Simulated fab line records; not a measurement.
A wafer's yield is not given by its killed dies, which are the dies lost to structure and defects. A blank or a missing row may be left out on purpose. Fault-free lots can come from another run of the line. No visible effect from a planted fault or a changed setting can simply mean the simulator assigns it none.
Matching of chambers ; flow n5_finfet ; N5_GATE_CUT_CMP_43 on cmp-04: 4 sister chambers
The step polishes SiO2. 4 wafers are shown with their chamber, then 8 later ones without.

== WAFERS PAIRED WITH THEIR CHAMBERS ==
wafer;chamber;motor_current_A (A)
L089.5;0;12.2
L093.3;3;11.7
L093.5;1;13.4
L093.2;2;12.5

== WAFERS WHOSE CHAMBER IS MISSING ==
wafer;motor_current_A (A)
L093.4;11.5
L093.6;11.5
L094.1;11.9
L094.2;12.6
L094.5;12.1
L095.1;12.5
L095.2;12.2
L095.4;13.1

== THE CHAMBER EACH PASSED THROUGH ==
wafer;from the rows above;in truth
L093.4;3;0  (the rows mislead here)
L093.6;3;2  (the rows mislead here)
L094.1;can't be placed: 3 or 0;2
L094.2;can't be placed: 2 or 0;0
L094.5;can't be placed: 0 or 2 or 3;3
L095.1;can't be placed: 2 or 0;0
L095.2;can't be placed: 0 or 2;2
L095.4;can't be placed: 1 or 2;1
Placed correctly: 0 of 8. Can't be placed from these rows: 6 (the true chamber is among the candidates in 5). Wrongly placed: 2.
How it was worked out, from the rows above alone: a wafer's distance from a chamber is the root of the sum, over the readings, of the square of ((its reading less the chamber's mean) divided by the reading's scatter). The wafer belongs to the nearest chamber; if the next one is less than 2 further off, it can't be placed. A chamber's mean is the mean of its shown wafers. The scatter: root of mean squared gap, hidden wafer to nearest shown wafer, with one shown wafer a chamber.
